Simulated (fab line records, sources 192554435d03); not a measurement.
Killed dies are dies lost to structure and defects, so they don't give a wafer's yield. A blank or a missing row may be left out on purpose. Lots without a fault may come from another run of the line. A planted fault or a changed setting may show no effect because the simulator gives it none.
Problem report in the 8D (eight disciplines) form, filled by code | flow n5_finfet | the parts of the form that need people (team, actions taken, sign-off) are left out

1. THE PROBLEM
cd_nm at N5_FIN_SAQP_CD_MEAS_31 reads a mean of 2.91 nm on 9 wafers of 3 lots; wafers without a fault read 8.09 nm with a standard deviation of 0.25. That is -21 standard deviations from the usual mean.
The step: target cd 8 nm.
First seen on wafer L149.1, day 7 03:31, on cd_sem-01. The record holds 44 wafers of 15 lots with a number at this step. Rule for "out", or "out of limits": more than 4 standard deviations from the usual mean. The other wafers with a number count as sound.

2. WHAT IT IS AND WHAT IT IS NOT
question                    | is                     | is not
which readings at this step | cd_nm                  | -
which lots                  | L149, L150, L151       | L130, L132, L133, L134, L135, L136, L137, L140, L141, L143, L145, L152
which wafers of those lots  | all that have a number | -
read on which gauges        | cd_sem-01, cd_sem-03   | cd_sem-02
when                        | from day 7 03:31       | up to then (32 sound wafers); but 3 sound wafers of L152 came after

3. SUSPECTS, AND WHAT RULES EACH OUT
Counting: a tool at a process step up to the reading stays a suspect if it ran every lot that is out and no sound lot after the first of them.
- the gauge at N5_FIN_SAQP_CD_MEAS_31: ruled out. The wafers that are out were read on 2 gauges (cd_sem-01, cd_sem-03).
- ald_sin-02 at N5_FIN_SAQP_SPACER2_ALD_28 (deposits SiO2, target thk 8.1 nm, pulse time 1 s, purge time 2 s): kept. It ran every lot that is out, first L149 (day 7 03:00), and no sound lot after that; its last sound lot up to then is L143 (day 5 13:46).
Left after counting: ald_sin-02 at N5_FIN_SAQP_SPACER2_ALD_28.

4. THE CAUSE (what the simulator had put in)
Process parameter drift: ald_sin-02, from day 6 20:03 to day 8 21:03, at N5_FIN_SAQP_SPACER2_ALD_28. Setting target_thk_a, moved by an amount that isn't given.
Counting left only this tool.

5. THE CHAIN OF EFFECTS, in route order
Each row: a reading whose mean over the struck wafers that have a number lies more than 3 standard deviations from the usual. Only readings for which the record gives a usual standard deviation are gone through. hours: the time from each lot's start at the first step in this table that gives one to its start at this step, as a median over the lots. sigmas: the change in usual standard deviations.
hours | step                         | reading    | usual       | on struck wafers | change | sigmas
0     | N5_FIN_SAQP_CD_MEAS_31       | cd_nm      | 8.09 nm     | 2.91             | -5.18  | -21
0     | N5_FIN_SAQP_HM_CD_35         | cd_nm      | 8.03 nm     | 2.84             | -5.19  | -19
11    | N5_STI_FIN_REVEAL_CD_MEAS_22 | cd_nm      | 6.19 nm     | 1.00             | -5.19  | -18
144   | N5_BEOL_M4_RC_MEAS_101       | DIBL_N     | 36.2 mV/V   | 4.9              | -31.3  | -16
144   | N5_BEOL_M4_RC_MEAS_101       | DIBL_P     | 36.1 mV/V   | -8.0             | -44.1  | -18
144   | N5_BEOL_M4_RC_MEAS_101       | IOFF_N     | 0.16 nA/um  | 0.00             | -0.16  | -4.6
144   | N5_BEOL_M4_RC_MEAS_101       | IOFF_N_85C | 3.1 nA/um   | 0.1              | -3.0   | -5.2
144   | N5_BEOL_M4_RC_MEAS_101       | IOFF_N_LIN | 0.073 nA/um | 0.002            | -0.071 | -5.1
144   | N5_BEOL_M4_RC_MEAS_101       | IOFF_P     | 0.22 nA/um  | 0.01             | -0.21  | -5.2
144   | N5_BEOL_M4_RC_MEAS_101       | IOFF_P_85C | 3.7 nA/um   | 0.2              | -3.5   | -6.1
144   | N5_BEOL_M4_RC_MEAS_101       | IOFF_P_LIN | 0.102 nA/um | 0.007            | -0.095 | -6.3
144   | N5_BEOL_M4_RC_MEAS_101       | ION_N      | 675 uA/um   | 429              | -246   | -18
144   | N5_BEOL_M4_RC_MEAS_101       | ION_P      | 465 uA/um   | 339              | -126   | -15
144   | N5_BEOL_M4_RC_MEAS_101       | SS_N       | 71.5 mV/dec | 64.7             | -6.8   | -11
144   | N5_BEOL_M4_RC_MEAS_101       | SS_P       | 73.2 mV/dec | 62.5             | -10.7  | -14
144   | N5_BEOL_M4_RC_MEAS_101       | VT_N       | 250 mV      | 327              | +77    | +20
144   | N5_BEOL_M4_RC_MEAS_101       | VT_N_LVT   | 100 mV      | 177              | +77    | +20
144   | N5_BEOL_M4_RC_MEAS_101       | VT_P       | -249 mV     | -298             | -49    | -14
144   | N5_BEOL_M4_RC_MEAS_101       | VT_P_LVT   | -99 mV      | -148             | -49    | -14
The process steps in it:
- N5_FIN_SAQP_HM_CD_35: target cd 8 nm.

6. WHAT WOULD HAVE CAUGHT IT SOONER
In this record the first reading out of limits at a measuring or inspecting step was taken at day 7 03:31, 7 hours after the fault began at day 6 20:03.
Of the tool readings at N5_FIN_SAQP_SPACER2_ALD_28 for which the record gives a usual standard deviation, none was out on any struck wafer, so an alarm limit of 4 standard deviations on them would not have fired.
Of the lots that are out (3), L150, L151 began N5_FIN_SAQP_SPACER2_ALD_28 on ald_sin-02 after day 7 03:31. A hold on the tool at that time would have spared those 2.
